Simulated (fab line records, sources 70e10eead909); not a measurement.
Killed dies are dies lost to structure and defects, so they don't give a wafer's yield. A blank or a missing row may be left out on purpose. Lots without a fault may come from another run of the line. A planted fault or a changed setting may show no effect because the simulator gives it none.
fab line records | flow nand_harc
record lots=24 wafers=72 last_day=33
route steps=1302 shown A_CHANNEL_FILL_D2@628 A_STAIRCASE@673
lots that met no fault: from a run of the same line without faults
start_h: hours from the record's first day to the start of the lot's first wafer shown | wait_h: hours since the lot's step before | " the same as in the row above | L1.1+2: a row that stands for several wafers | - no value, or no start given | * or withheld: withheld | < > ~ a bound
route shown NAME@n: a module of which the file shows steps, and the number in the route of the first | usual: mean/standard deviation of fault-free wafers | same: alike in all rows | chamber/n: place in a boat | sites: the reading at each site | _std_site: their standard deviation | _edge_site: outer sites' mean less inner sites' | radius_mm: how far each site lies from the wafer's centre | mask NAME#n: copy n | behind: the tool/chamber that last shaped the wafer | hold: why the lot was held/for how many hours/how that ended | device: the transistor (n, p or np) that didn't switch | end of line: the same wafers' tests at the end of the route | a step without rows: its recipe alone | killed: dies lost to structure and defects at the first sort, not the wafer's yield | map: a wafer's dies, x killed, . not, _ none there
set.NAME: the setting as run; set.NAME@STEP: as run at that earlier step | model.NAME: the simulator's own value behind a step, which no gauge read
steps of the route over a sample of lots; a table a step, a row a wafer
services: from which hour (start_h, from the record's first day; less than 0 if before it) a tool's chamber was out of use, for how many hours, and why
## steps
# step NHARC_A_CHANNEL_FILL_D2_ETCHBACK_08
# recipe target_depth_a=2200 time_s=110 c4f8_flow_sccm=20 ar_flow_sccm=withheld rf_w=600 bias_w=300 chemistry=C4F8
# usual oes_product_au=0.97/0.036 rf_vpp_V=441.4/2.3
# columns lot.wafer tool chamber start_h wait_h oes_product_au rf_hours_counter_h rf_vpp_V
L075.1 rie_diel-11 2 - - 0.99 12 441.3
L075.2 " 0 " " 1.00 13 438.8
L075.6 " 1 " " 1.00 - 441.5
L074.2 rie_diel-03 2 - - 0.92 1 440.5
L074.1 " 3 " " 0.98 1 443.2
L074.5 " 1 " " 0.98 - 441.0
L077.2 rie_diel-13 3 - - 1.00 1 436.6
L077.1 " 0 " " 1.01 1 439.7
L077.6 " 0 " " 1.02 - 441.0
L076.3 rie_diel-03 2 - - 0.92 2 441.4
L076.2 " 3 " " 0.92 2 445.7
L076.1 " 0 " " 0.93 2 442.4
L078.2 rie_diel-13 2 - - 0.99 1 441.3
L078.3 " 0 " " 0.99 1 441.1
L078.6 " 2 " " 0.99 - 441.2
L080.1 rie_diel-03 0 - - 0.92 3 444.3
L080.3 " 1 " " 0.91 3 440.8
L080.2 " 3 " " 0.92 2 445.5
L079.2 rie_diel-13 2 - - 0.92 1 440.9
L079.4 " 0 " " 0.94 2 440.4
L079.5 " 2 " " 0.94 - 441.8
L081.2 rie_diel-11 1 - - 1.01 17 441.6
L081.3 " 3 " " 1.00 23 444.5
L081.4 " 0 " " 1.00 22 440.9
L083.4 rie_diel-03 2 - - 0.93 3 440.7
L083.3 " 3 " " 0.93 3 447.8
L083.6 " 2 " " 0.92 - 440.4
L082.2 rie_diel-11 0 - - 0.99 29 438.7
L082.1 " 2 " " 1.00 26 442.4
L082.5 " 0 " " 0.99 - 439.9
L084.4 rie_diel-03 1 - - 0.99 4 441.7
L084.5 " 3 " " 0.99 - 445.4
L084.6 " 0 " " 1.00 - 443.1
L087.1 rie_diel-13 1 - - 0.95 3 439.3
L087.4 " 2 " " 0.94 3 440.2
L087.6 " 2 " " 0.94 - 442.2
L085.2 rie_diel-03 0 - - 1.00 5 441.9
L085.5 " 1 " " 1.01 - 439.8
L085.6 " 2 " " 1.00 - 441.1
L086.4 rie_diel-13 0 - - 0.94 3 441.3
L086.3 " 2 " " 0.93 3 440.3
L086.5 " 0 " " 0.93 - 440.6
L089.2 rie_diel-03 2 - - 1.00 1 442.4
L089.6 " 3 " " 1.01 - 445.7
L089.5 " 0 " " 1.02 - 442.9
L088.3 rie_diel-11 0 - - 0.99 6 438.6
L088.5 " 3 " " 1.01 - 444.0
L088.6 " 0 " " 0.99 - 441.1
L091.4 rie_diel-13 1 - - 1.00 4 439.2
L091.3 " 2 " " 1.01 4 440.5
L091.1 " 3 " " 0.99 4 437.7
L090.1 rie_diel-03 3 - - 1.01 1 445.5
L090.2 " 1 " " 1.01 1 441.3
L090.4 " 2 " " 1.02 - 441.4
L093.4 rie_diel-03 3 - - 0.94 1 445.4
L093.2 " 1 " " 0.94 1 440.7
L093.1 " 2 " " 0.94 2 441.2
L092.1 rie_diel-11 1 - - 1.01 11 441.4
L092.4 " 2 " " 1.01 7 441.6
L092.5 " 0 " " 0.99 - 440.3
L095.2 rie_diel-13 1 - - 1.00 0 438.2
L095.1 " 2 " " 1.02 0 440.4
L095.4 " 0 " " 1.02 0 441.9
L094.4 rie_diel-03 3 - - 1.00 2 446.2
L094.3 " 0 " " 1.00 2 443.3
L094.6 " 2 " " 1.01 - 439.7
L096.2 rie_diel-11 0 - - 0.92 18 439.9
L096.3 " 1 " " 0.93 18 440.5
L096.6 " 0 " " 0.93 - 439.2
L097.3 rie_diel-03 3 - - 0.94 3 445.7
L097.2 " 0 " " 0.93 3 442.2
L097.4 " 0 " " 0.93 - 442.2
# step NHARC_A_CHANNEL_FILL_D2_STRIP_29
# recipe time_s=20 o2_flow_sccm=500 ar_flow_sccm=0 bias_w=0 chemistry=O2
# usual drypump_motor_current_A=5.9/0.44 oes_product_au=1.006/0.011 rf_vpp_V=57.9/0.82 showerhead_plenum_p_Torr=3.56/0.13 throttle_valve_pct=17.037/0.0091
# columns lot.wafer tool chamber start_h wait_h drypump_motor_current_A oes_product_au rf_hours_counter_h rf_vpp_V showerhead_plenum_p_Torr throttle_valve_pct
L074.1 rie_diel-03 2 - - 5.3 0.993 1 57.8 3.56 17.035
L074.2 " 0 " " 5.3 1.009 1 58.5 3.62 17.041
L074.5 " 1 " " 6.0 0.996 - 58.9 3.53 17.038
L075.1 rie_diel-11 0 - - 5.8 1.009 13 58.4 3.48 17.059
L075.2 " 1 " " 6.0 1.005 11 59.3 3.60 17.021
L075.6 " 0 " " 5.8 0.999 - 58.4 3.47 17.027
L077.2 rie_diel-13 3 - - 6.5 0.993 1 57.5 3.31 17.045
L077.1 " 0 " " 5.7 1.015 1 58.7 3.51 17.037
L077.6 " 2 " " 6.1 1.023 - 58.2 3.56 17.036
L076.3 rie_diel-03 3 - - 6.5 0.996 2 57.9 3.78 17.048
L076.1 " 0 " " 5.4 0.997 2 57.9 3.62 17.028
L076.2 " 1 " " 6.0 0.998 2 57.5 3.53 17.030
L078.3 rie_diel-13 0 - - 5.8 1.010 1 55.8 3.51 17.044
L078.2 " 1 " " 6.3 1.009 1 58.3 3.39 17.036
L078.6 " 0 " " 5.8 1.012 - 58.4 3.51 17.035
L080.3 rie_diel-03 0 391.38 0.1 5.3 1.000 3 57.4 3.62 17.036
L080.2 " 1 " " 6.0 0.995 3 57.3 3.53 17.029
L080.1 " 3 " " 6.5 1.016 2 59.3 3.78 17.045
L079.2 rie_diel-13 2 - - 6.1 1.011 1 58.3 3.56 17.039
L079.4 " 0 " " 5.8 1.020 2 57.8 3.51 17.028
L079.5 " 2 " " 6.1 1.012 - 56.8 3.56 17.037
L081.4 rie_diel-11 1 - - 6.0 1.007 17 57.1 3.59 17.036
L081.2 " 2 " " 5.4 0.969 22 58.2 3.61 17.037
L081.3 " 3 " " 6.3 0.987 23 58.0 3.70 17.016
L083.4 rie_diel-03 1 - - 6.0 0.995 4 58.5 3.52 17.032
L083.3 " 2 " " 5.3 0.989 3 57.4 3.56 17.034
L083.6 " 1 " " 6.0 0.993 - 57.9 3.52 17.040
L082.1 rie_diel-11 3 - - 6.3 1.005 29 60.0 3.70 17.042
L082.2 " 1 " " 6.0 1.015 23 57.9 3.59 17.041
L082.5 " 2 " " 5.4 0.993 - 58.4 3.61 17.027
L084.4 rie_diel-03 3 - - 6.5 0.999 4 58.3 3.78 17.024
L084.6 " 1 " " 6.0 1.011 - 58.5 3.52 17.026
L084.5 " 2 " " 5.3 0.999 - 57.5 3.56 17.044
L087.1 rie_diel-13 0 - - 5.8 1.016 3 58.5 3.51 17.041
L087.4 " 3 " " 6.5 1.021 3 57.3 3.31 17.039
L087.6 " 0 " " 5.8 1.024 - 57.8 3.51 17.044
L085.2 rie_diel-03 1 - - 6.0 1.008 4 57.3 3.52 17.037
L085.6 " 3 " " 6.5 0.994 - 58.7 3.78 17.023
L085.5 " 0 " " 5.3 0.998 - 58.1 3.62 17.055
L086.4 rie_diel-13 2 - - 6.2 1.019 3 57.4 3.56 17.046
L086.3 " 3 " " 6.5 1.019 3 56.4 3.31 17.053
L086.5 " 2 " " 6.2 1.003 - 58.6 3.56 17.049
L089.2 rie_diel-03 2 - - 5.3 1.004 1 57.7 3.56 17.030
L089.6 " 2 " " 5.3 1.003 - 58.3 3.56 17.029
L089.5 " 3 " " 6.5 1.004 - 57.6 3.78 17.040
L088.3 rie_diel-11 0 - - 5.8 0.992 6 58.0 3.46 17.024
L088.6 " 2 " " 5.4 1.006 - 60.0 3.60 17.051
L088.5 " 3 " " 6.2 1.031 - 57.1 3.69 17.046
L091.3 rie_diel-13 3 - - 6.5 1.013 4 58.9 3.31 17.040
L091.4 " 0 " " 5.8 1.012 4 59.5 3.51 17.054
L091.1 " 1 " " 6.4 1.024 4 57.8 3.39 17.040
L090.1 rie_diel-03 2 508.07 0.2 5.3 1.011 1 56.4 3.56 17.038
L090.2 " 3 " " 6.5 1.010 1 58.7 3.78 17.041
L090.4 " 1 " " 6.0 1.010 - 58.2 3.52 17.024
L093.1 rie_diel-03 1 - - 6.0 1.013 1 57.6 3.52 17.037
L093.2 " 2 " " 5.3 1.017 2 57.8 3.56 17.044
L093.4 " 3 " " 6.5 1.021 1 58.2 3.78 17.041
L092.4 rie_diel-11 0 - - 5.8 0.997 12 57.3 3.46 17.046
L092.1 " 2 " " 5.4 0.998 7 57.3 3.60 17.056
L092.5 " 3 " " 6.3 1.018 - 58.5 3.69 17.025
L094.4 rie_diel-03 2 - - 5.3 1.016 2 57.6 3.56 17.037
L094.3 " 1 " " 6.0 1.006 2 56.6 3.52 17.045
L094.6 " 2 " " 5.3 1.009 - 56.7 3.56 17.018
L095.2 rie_diel-13 2 - - 6.2 1.020 0 59.0 3.55 17.023
L095.4 " 3 " " 6.5 0.987 0 56.3 3.31 17.033
L095.1 " 0 " " 5.8 1.017 0 58.9 3.51 17.031
L096.2 rie_diel-11 1 - - 6.0 1.001 18 58.5 3.58 17.038
L096.3 " 2 " " 5.4 1.008 14 57.7 3.60 17.016
L096.6 " 3 " " 6.3 1.018 - 58.8 3.69 17.037
L097.2 rie_diel-03 0 560.16 0.1 5.3 1.005 3 58.3 3.61 17.028
L097.3 " 2 " " 5.3 1.010 3 58.2 3.56 17.045
L097.4 " 0 " " 5.3 1.001 - 57.9 3.61 17.030
# step NHARC_A_STAIRCASE_ETCH_17
# recipe target_depth_a=1000 time_s=40.5 ion_energy_ev=400 c4f8_flow_sccm=20 o2_flow_sccm=10 ar_flow_sccm=withheld rf_w=600 bias_w=1000 chemistry=C4F8/O2
# usual oes_product_au=0.941/0.013 rf_vpp_V=895/4.6
# columns lot.wafer tool chamber start_h wait_h oes_product_au rf_hours_counter_h rf_vpp_V
L075.1 rie_diel-02 1 - - 0.957 49 899
L075.2 " 3 " " 0.932 48 890
L075.6 " 1 " " 0.952 - 900
L074.2 rie_diel-10 2 - - 0.931 18 894
L074.1 " 3 " " 0.934 31 894
L074.5 " 1 " " 0.928 - 899
L076.1 rie_diel-09 3 - - 0.938 13 896
L076.2 " 1 " " 0.942 10 894
L076.3 " 2 " " 0.944 12 889
L077.1 rie_diel-09 1 - - 0.940 10 893
L077.2 " 2 " " 0.941 13 888
L077.6 " 1 " " 0.946 - 893
L078.2 rie_diel-09 0 - - 0.934 21 894
L078.3 " 2 " " 0.968 17 888
L078.6 " 0 " " 0.937 - 894
L080.2 rie_diel-09 2 - - 0.950 22 890
L080.3 " 3 " " 0.936 22 897
L080.1 " 1 " " 0.943 19 892
L081.2 rie_diel-02 0 - - 0.940 2 905
L081.3 " 2 " " 0.966 2 904
L081.4 " 3 " " 0.942 2 893
L079.4 rie_diel-09 1 - - 0.958 21 894
L079.2 " 0 " " 0.961 27 895
L079.5 " 1 " " 0.948 - 894
L083.3 rie_diel-10 3 - - 0.949 2 894
L083.4 " 0 " " 0.941 2 891
L083.6 " 0 " " 0.953 - 891
L082.1 rie_diel-02 0 - - 0.954 10 905
L082.2 " 3 " " 0.929 10 890
L082.5 " 0 " " 0.956 - 904
L084.4 rie_diel-02 1 - - 0.933 21 901
L084.6 " 0 " " 0.944 - 903
L084.5 " 1 " " 0.935 - 899
L085.2 rie_diel-09 0 - - 0.944 47 894
L085.5 " 0 " " 0.932 - 894
L085.6 " 1 " " 0.936 - 893
L087.4 rie_diel-09 3 - - 0.936 43 896
L087.1 " 0 " " 0.938 48 892
L087.6 " 2 " " 0.934 - 887
L086.4 rie_diel-02 2 - - 0.936 25 906
L086.3 " 3 " " 0.933 21 892
L086.5 " 2 " " 0.928 - 906
L088.3 rie_diel-10 1 - - 0.942 24 899
L088.6 " 3 " " 0.921 - 894
L088.5 " 0 " " 0.931 - 891
L089.2 rie_diel-10 3 - - 0.924 22 894
L089.5 " 3 " " 0.926 - 893
L089.6 " 0 " " 0.935 - 891
L090.4 rie_diel-10 2 - - 0.942 23 893
L090.1 " 0 " " 0.922 29 893
L090.2 " 1 " " 0.924 30 898
L091.3 rie_diel-10 3 - - 0.920 29 893
L091.1 " 0 " " 0.906 29 894
L091.4 " 2 " " 0.938 24 894
L093.2 rie_diel-09 3 - - 0.922 9 893
L093.1 " 0 " " 0.951 9 894
L093.4 " 2 " " 0.965 10 888
L092.4 rie_diel-02 2 - - 0.928 43 904
L092.1 " 3 " " 0.938 42 890
L092.5 " 1 " " 0.933 - 899
L094.3 rie_diel-10 3 - - 0.942 40 893
L094.4 " 1 " " 0.935 42 897
L094.6 " 3 " " 0.940 - 893
L095.4 rie_diel-10 1 - - 0.937 42 895
L095.2 " 2 " " 0.943 36 894
L095.1 " 3 " " 0.922 41 892
L097.2 rie_diel-09 1 - - 0.945 18 892
L097.3 " 2 " " 0.960 22 888
L097.4 " 3 " " 0.923 22 895
L096.3 rie_diel-09 2 - - 0.993 22 887
L096.2 " 3 " " 0.963 22 896
L096.6 " 1 " " 0.951 - 892
# step NHARC_A_STAIRCASE_TRIM_26
# recipe time_s=211.2 o2_flow_sccm=500 ar_flow_sccm=0 bias_w=0 chemistry=O2
# usual drypump_motor_current_A=5.9/0.36 oes_product_au=0.999/0.011 rf_vpp_V=57.8/0.88 showerhead_plenum_p_Torr=3.53/0.14 throttle_valve_pct=17.038/0.0088
# columns lot.wafer tool chamber start_h wait_h drypump_motor_current_A oes_product_au rf_hours_counter_h rf_vpp_V showerhead_plenum_p_Torr throttle_valve_pct
L075.2 rie_diel-02 0 - - 6.1 0.997 39 58.0 3.79 17.052
L075.1 " 2 " " 6.5 1.004 51 59.2 3.78 17.050
L075.6 " 1 " " 5.9 1.002 - 57.5 3.63 17.034
L074.1 rie_diel-10 3 - - 6.2 1.003 32 57.9 3.48 17.019
L074.2 " 2 " " 5.7 0.985 19 57.9 3.48 17.039
L074.5 " 3 " " 6.3 1.001 - 55.9 3.48 17.031
L076.2 rie_diel-09 3 - - 5.8 1.001 14 56.0 3.53 17.035
L076.1 " 0 " " 6.0 0.991 17 58.6 3.50 17.032
L076.3 " 2 " " 6.1 0.995 13 57.2 3.34 17.036
L077.1 rie_diel-02 2 - - 6.5 1.001 58 58.1 3.77 17.045
L077.2 " 0 " " 6.1 0.998 47 58.6 3.78 17.029
L077.6 " 1 " " 5.8 0.987 - 58.9 3.62 17.032
L078.2 rie_diel-09 1 - - 6.3 1.019 15 57.5 3.46 17.046
L078.3 " 2 " " 6.2 1.009 17 58.4 3.34 17.044
L078.6 " 2 " " 6.1 1.008 - 57.2 3.34 17.042
L080.2 rie_diel-10 3 - - 6.2 1.011 49 55.6 3.47 17.033
L080.3 " 0 " " 5.8 1.000 57 56.8 3.45 17.034
L080.1 " 2 " " 5.7 0.994 35 57.8 3.48 17.045
L081.4 rie_diel-10 0 - - 5.8 0.987 59 57.3 3.45 17.048
L081.3 " 2 " " 5.8 0.985 37 57.3 3.47 17.053
L081.2 " 3 " " 6.2 0.998 51 58.0 3.47 17.024
L079.4 rie_diel-02 0 - - 6.1 0.999 2 59.5 3.78 17.030
L079.2 " 1 " " 5.8 0.993 2 58.7 3.62 17.041
L079.5 " 0 " " 6.1 0.996 - 58.9 3.78 17.022
L083.3 rie_diel-09 0 - - 6.0 0.990 40 57.0 3.48 17.052
L083.4 " 2 " " 6.1 1.005 - 57.6 3.33 17.040
L083.6 " 0 " " 6.1 1.009 - 56.8 3.48 17.020
L082.1 rie_diel-02 0 - - 6.1 1.009 10 58.2 3.77 17.041
L082.2 " 1 " " 5.9 1.006 15 57.2 3.61 17.052
L082.5 " 1 " " 5.9 0.996 - 57.9 3.61 17.032
L084.4 rie_diel-02 1 - - 5.8 1.001 21 56.8 3.61 17.041
L084.6 " 2 " " 6.5 1.003 - 57.9 3.76 17.034
L084.5 " 3 " " 5.5 0.992 - 57.1 3.40 17.033
L085.2 rie_diel-09 2 - - 6.2 1.008 45 57.2 3.32 17.048
L085.5 " 3 " " 5.9 1.010 - 56.7 3.52 17.048
L085.6 " 0 " " 6.1 0.994 - 59.0 3.48 17.017
L087.1 rie_diel-02 3 - - 5.5 0.992 20 58.7 3.40 17.056
L087.4 " 0 " " 6.1 1.005 - 57.5 3.77 17.031
L087.6 " 2 " " 6.5 0.992 - 59.2 3.76 17.023
L086.4 rie_diel-09 2 - - 6.1 1.008 47 58.0 3.32 17.052
L086.3 " 0 " " 6.0 1.002 50 57.5 3.48 17.032
L086.5 " 2 " " 6.1 0.990 - 57.4 3.32 17.041
L088.3 rie_diel-10 0 - - 5.7 0.982 23 58.1 3.43 17.035
L088.5 " 2 " " 5.8 0.992 - 57.5 3.46 17.030
L088.6 " 3 " " 6.3 0.986 - 59.3 3.45 17.036
L089.2 rie_diel-02 1 - - 5.9 0.998 30 57.4 3.60 17.036
L089.5 " 1 " " 5.9 1.004 - 57.6 3.60 17.031
L089.6 " 2 " " 6.4 0.994 - 58.3 3.75 17.039
L090.4 rie_diel-02 2 - - 6.5 0.989 40 58.7 3.75 17.043
L090.2 " 3 " " 5.5 0.976 39 58.9 3.39 17.045
L090.1 " 0 " " 6.1 0.999 40 59.4 3.76 17.039
L091.1 rie_diel-10 1 - - 5.0 0.995 32 56.7 3.56 17.040
L091.3 " 2 " " 5.7 1.006 26 57.3 3.46 17.023
L091.4 " 3 " " 6.2 1.000 31 59.2 3.45 17.026
L093.2 rie_diel-09 1 - - 6.2 1.005 3 59.0 3.43 17.044
L093.1 " 2 " " 6.2 1.016 10 56.8 3.31 17.049
L093.4 " 3 " " 5.8 0.981 10 57.1 3.51 17.034
L092.4 rie_diel-02 1 - - 5.8 1.000 42 56.9 3.59 17.032
L092.1 " 3 " " 5.5 0.994 42 57.7 3.39 17.031
L092.5 " 2 " " 6.5 0.999 - 57.8 3.74 17.036
L094.4 rie_diel-09 2 - - 6.2 1.012 19 58.6 3.31 17.035
L094.3 " 3 " " 5.8 0.989 19 58.2 3.50 17.038
L094.6 " 2 " " 6.2 1.018 - 58.4 3.31 17.032
L095.2 rie_diel-10 2 - - 5.8 0.991 37 57.6 3.45 17.046
L095.1 " 3 " " 6.2 0.998 41 58.6 3.44 17.039
L095.4 " 1 " " 5.0 0.993 43 58.0 3.55 17.041
L097.4 rie_diel-10 2 - - 5.7 1.002 44 58.5 3.45 17.025
L097.3 " 3 " " 6.2 1.007 46 57.4 3.44 17.036
L097.2 " 0 " " 5.8 1.003 44 57.1 3.42 17.034
L096.2 rie_diel-09 3 - - 5.8 0.981 26 57.2 3.50 17.038
L096.3 " 1 " " 6.2 0.996 20 57.4 3.42 17.038
L096.6 " 0 " " 6.0 1.026 - 57.1 3.46 17.050
# step NHARC_A_STAIRCASE_TRIM_200
# recipe time_s=211.2 o2_flow_sccm=500 ar_flow_sccm=0 bias_w=0 chemistry=O2
# usual drypump_motor_current_A=5.9/0.39 oes_product_au=0.998/0.0085 rf_vpp_V=57.7/0.96 showerhead_plenum_p_Torr=3.52/0.13 throttle_valve_pct=17.037/0.0082
# columns lot.wafer tool chamber start_h wait_h drypump_motor_current_A oes_product_au rf_hours_counter_h rf_vpp_V showerhead_plenum_p_Torr throttle_valve_pct
L075.1 rie_diel-02 0 - - 6.2 0.994 40 59.0 3.78 17.027
L075.2 " 3 " " 5.5 0.988 49 56.8 3.42 17.035
L075.6 " 1 " " 5.8 1.007 - 56.8 3.62 17.045
L074.1 rie_diel-09 0 - - 6.1 0.997 9 56.9 3.50 17.041
L074.2 " 1 " " 6.2 0.997 4 57.7 3.46 17.037
L074.5 " 2 " " 6.2 1.012 - 57.9 3.34 17.031
L076.2 rie_diel-10 3 - - 6.2 1.015 42 57.1 3.47 17.040
L076.3 " 1 " " 5.0 0.987 51 57.7 3.58 17.036
L076.1 " 2 " " 5.7 0.997 27 59.8 3.48 17.020
L077.2 rie_diel-09 0 - - 6.0 0.997 17 58.1 3.50 17.038
L077.1 " 1 " " 6.2 1.011 11 56.8 3.46 17.040
L077.6 " 0 " " 6.1 0.987 - 57.0 3.50 17.015
L078.2 rie_diel-10 2 - - 5.7 1.002 33 58.9 3.48 17.035
L078.3 " 3 " " 6.2 1.013 47 56.4 3.47 17.012
L078.6 " 0 " " 5.8 0.995 - 56.7 3.45 17.032
L080.2 rie_diel-02 2 - - 6.5 0.991 1 59.4 3.77 17.016
L080.1 " 0 " " 6.2 1.001 1 58.7 3.78 17.033
L080.3 " 1 " " 5.8 0.999 1 58.7 3.62 17.041
L081.3 rie_diel-09 2 - - 6.2 1.001 27 55.7 3.33 17.032
L081.2 " 3 " " 5.9 1.002 27 57.3 3.53 17.031
L081.4 " 1 " " 6.2 1.003 23 57.7 3.45 17.039
L079.2 rie_diel-10 0 - - 5.7 0.986 61 57.3 3.45 17.040
L079.4 " 1 " " 5.0 0.989 62 57.7 3.58 17.035
L079.5 " 2 " " 5.8 0.983 - 57.7 3.47 17.054
L083.4 rie_diel-02 3 - - 5.5 0.997 11 58.7 3.41 17.036
L083.3 " 0 " " 6.1 0.999 12 57.5 3.77 17.038
L083.6 " 2 " " 6.5 0.993 - 58.7 3.76 17.053
L082.1 rie_diel-10 3 - - 6.3 0.997 4 57.1 3.46 17.034
L082.2 " 1 " " 5.0 1.008 4 59.5 3.57 17.031
L082.5 " 3 " " 6.2 0.998 - 57.1 3.46 17.035
L084.4 rie_diel-09 1 - - 6.2 1.002 40 57.3 3.44 17.046
L084.5 " 0 " " 6.1 1.003 - 58.1 3.48 17.033
L084.6 " 1 " " 6.3 1.010 - 57.5 3.44 17.032
L085.2 rie_diel-02 2 - - 6.5 0.993 26 57.6 3.76 17.042
L085.5 " 2 " " 6.5 0.998 - 58.8 3.75 17.034
L085.6 " 3 " " 5.5 0.997 - 57.5 3.40 17.035
L087.1 rie_diel-09 2 - - 6.1 0.993 47 58.1 3.32 17.030
L087.4 " 3 " " 5.8 1.001 46 58.4 3.52 17.036
L087.6 " 3 " " 5.8 1.007 - 58.5 3.52 17.049
L086.3 rie_diel-09 3 - - 5.9 0.998 47 56.7 3.51 17.044
L086.4 " 1 " " 6.3 0.995 46 57.0 3.44 17.045
L086.5 " 3 " " 5.9 1.003 - 58.6 3.52 17.038
L088.3 rie_diel-10 3 - - 6.2 0.982 25 58.4 3.45 17.036
L088.5 " 0 " " 5.7 0.995 - 55.9 3.43 17.030
L088.6 " 1 " " 5.0 0.994 - 58.2 3.56 17.039
L089.2 rie_diel-02 0 - - 6.1 0.997 33 59.3 3.76 17.039
L089.6 " 2 " " 6.5 0.986 - 58.5 3.75 17.041
L089.5 " 3 " " 5.5 0.987 - 56.8 3.39 17.048
L090.1 rie_diel-02 3 - - 5.5 0.997 40 58.0 3.39 17.030
L090.2 " 0 " " 6.1 1.007 41 58.4 3.76 17.028
L090.4 " 1 " " 5.9 1.003 40 57.0 3.60 17.041
L091.1 rie_diel-09 2 - - 6.2 1.022 8 57.7 3.31 17.029
L091.3 " 0 " " 6.0 1.026 8 58.2 3.47 17.032
L091.4 " 1 " " 6.2 0.991 1 57.5 3.44 17.038
L093.1 rie_diel-02 1 - - 5.8 1.009 44 59.0 3.59 17.034
L093.4 " 2 " " 6.5 0.989 45 57.2 3.74 17.052
L093.2 " 3 " " 5.5 0.994 44 57.0 3.39 17.050
L092.1 rie_diel-10 2 - - 5.8 1.003 30 59.1 3.46 17.031
L092.4 " 3 " " 6.3 1.003 36 56.7 3.44 17.041
L092.5 " 2 " " 5.8 1.004 - 58.7 3.46 17.039
L094.4 rie_diel-02 2 - - 6.5 1.003 - 58.8 3.74 17.036
L094.3 " 0 " " 6.1 1.009 - 58.0 3.75 17.038
L094.6 " 0 " " 6.1 1.004 - 60.2 3.75 17.036
L095.2 rie_diel-10 0 - - 5.7 0.979 40 57.4 3.42 17.034
L095.1 " 1 " " 5.0 0.988 44 57.4 3.55 17.028
L095.4 " 2 " " 5.8 1.003 38 57.5 3.45 17.063
L097.4 rie_diel-10 1 - - 5.0 0.993 51 58.4 3.55 17.026
L097.2 " 2 " " 5.7 1.004 46 58.6 3.45 17.032
L097.3 " 3 " " 6.2 1.002 48 58.5 3.44 17.036
L096.3 rie_diel-09 1 - - 6.2 0.995 23 56.3 3.42 17.049
L096.2 " 3 " " 5.9 0.988 29 58.7 3.50 17.037
L096.6 " 2 " " 6.2 1.015 - 56.4 3.30 17.035
# step NHARC_A_STAIRCASE_ETCH_221
# recipe target_depth_a=1000 time_s=40.5 ion_energy_ev=400 c4f8_flow_sccm=20 o2_flow_sccm=10 ar_flow_sccm=withheld rf_w=600 bias_w=1000 chemistry=C4F8/O2
# usual oes_product_au=0.942/0.017 rf_vpp_V=896/5
# columns lot.wafer tool chamber start_h wait_h oes_product_au rf_hours_counter_h rf_vpp_V
L075.1 rie_diel-10 2 - - 0.934 20 895
L075.2 " 3 " " 0.961 34 894
L075.6 " 2 " " 0.939 - 896
L074.2 rie_diel-02 2 - - 0.950 54 905
L074.1 " 1 " " 0.947 52 899
L074.5 " 1 " " 0.940 - 899
L077.2 rie_diel-09 1 - - 0.963 12 893
L077.1 " 2 " " 0.972 15 890
L077.6 " 3 " " 0.949 - 896
L076.3 rie_diel-02 3 - - 0.948 54 892
L076.2 " 0 " " 0.915 47 907
L076.1 " 2 " " 0.942 63 906
L078.2 rie_diel-10 1 - - 0.932 58 898
L078.3 " 3 " " 0.942 47 894
L078.6 " 1 " " 0.925 - 898
L080.1 rie_diel-10 0 - - 0.946 58 894
L080.3 " 2 " " 0.929 35 894
L080.2 " 3 " " 0.961 50 891
L081.4 rie_diel-02 0 - - 0.968 3 903
L081.3 " 1 " " 0.952 3 899
L081.2 " 2 " " 0.929 3 906
L079.4 rie_diel-09 1 - - 0.923 24 893
L079.2 " 0 " " 0.937 30 896
L079.5 " 2 " " 0.952 - 890
L083.3 rie_diel-10 0 - - 0.938 4 893
L083.4 " 2 " " 0.940 5 895
L083.6 " 3 " " 0.947 - 893
L082.1 rie_diel-09 2 - - 0.950 39 889
L082.2 " 1 " " 0.948 35 894
L082.5 " 3 " " 0.944 - 895
L084.6 rie_diel-02 0 - - 0.937 - 905
L084.5 " 2 " " 0.924 - 905
L084.4 " 3 " " 0.939 - 893
L085.2 rie_diel-02 3 - - 0.913 22 890
L085.6 " 3 " " 0.921 - 892
L085.5 " 0 " " 0.940 - 905
L087.1 rie_diel-10 0 - - 0.933 16 892
L087.6 " 1 " " 0.943 - 898
L087.4 " 3 " " 0.925 - 895
L086.3 rie_diel-09 2 - - 0.944 49 889
L086.4 " 3 " " 0.945 47 896
L086.5 " 2 " " 0.940 - 889
L088.3 rie_diel-10 3 - - 0.919 26 894
L088.5 " 1 " " 0.933 - 896
L088.6 " 2 " " 0.933 - 894
L089.2 rie_diel-02 2 - - 0.927 35 902
L089.6 " 2 " " 0.925 - 903
L089.5 " 3 " " 0.940 - 892
L090.4 rie_diel-09 0 - - 0.981 8 894
L090.1 " 1 " " 0.955 1 892
L090.2 " 3 " " 0.943 8 895
L091.1 rie_diel-02 0 - - 0.925 41 903
L091.3 " 1 " " 0.925 40 898
L091.4 " 2 " " 0.916 41 903
L093.1 rie_diel-09 1 - - 0.952 5 893
L093.4 " 3 " " 0.937 11 894
L093.2 " 0 " " 0.980 12 893
L092.4 rie_diel-02 0 - - 0.962 45 905
L092.1 " 3 " " 0.926 44 892
L092.5 " 1 " " 0.961 - 897
L094.4 rie_diel-09 0 - - 1.032 23 894
L094.3 " 3 " " 0.935 20 896
L094.6 " 1 " " 0.947 - 893
L095.4 rie_diel-09 2 - - 0.950 21 889
L095.2 " 0 " " 0.955 23 894
L095.1 " 1 " " 0.938 16 892
L097.4 rie_diel-09 0 - - 0.943 33 893
L097.2 " 1 " " 0.925 23 891
L097.3 " 3 " " 0.910 29 894
L096.2 rie_diel-10 1 - - 0.953 51 896
L096.3 " 3 " " 0.939 48 892
L096.6 " 0 " " 0.945 - 893
## services
# columns tool chamber start_h hours kind
rie_diel-09 - 320.18 9.0 pm
rie_diel-09 1 330.97 22.5 repair
rie_diel-03 2 332.04 8.3 repair
rie_diel-09 2 336.18 2.1 repair
rie_diel-03 0 376.36 1.7 repair
rie_diel-03 2 377.17 21.9 repair
rie_diel-02 - 394.58 9.0 pm
rie_diel-10 - 420.48 9.0 pm
rie_diel-09 3 434.06 7.0 repair
rie_diel-03 0 437.88 1.8 repair
rie_diel-03 2 443.07 1.4 repair
rie_diel-02 3 456.44 2.4 repair
rie_diel-03 - 458.30 9.0 pm
rie_diel-10 2 461.74 16.5 repair
rie_diel-02 1 463.66 7.7 repair
rie_diel-03 3 480.83 3.5 repair
rie_diel-09 - 498.74 9.0 pm
rie_diel-03 0 504.60 4.8 repair
rie_diel-10 0 550.22 6.0 repair
rie_diel-03 1 551.11 14.2 repair
rie_diel-10 - 557.67 0.4 repair
rie_diel-09 0 562.55 2.1 repair
rie_diel-02 2 569.59 4.6 repair
rie_diel-02 - 571.81 9.0 pm
## key
fault none
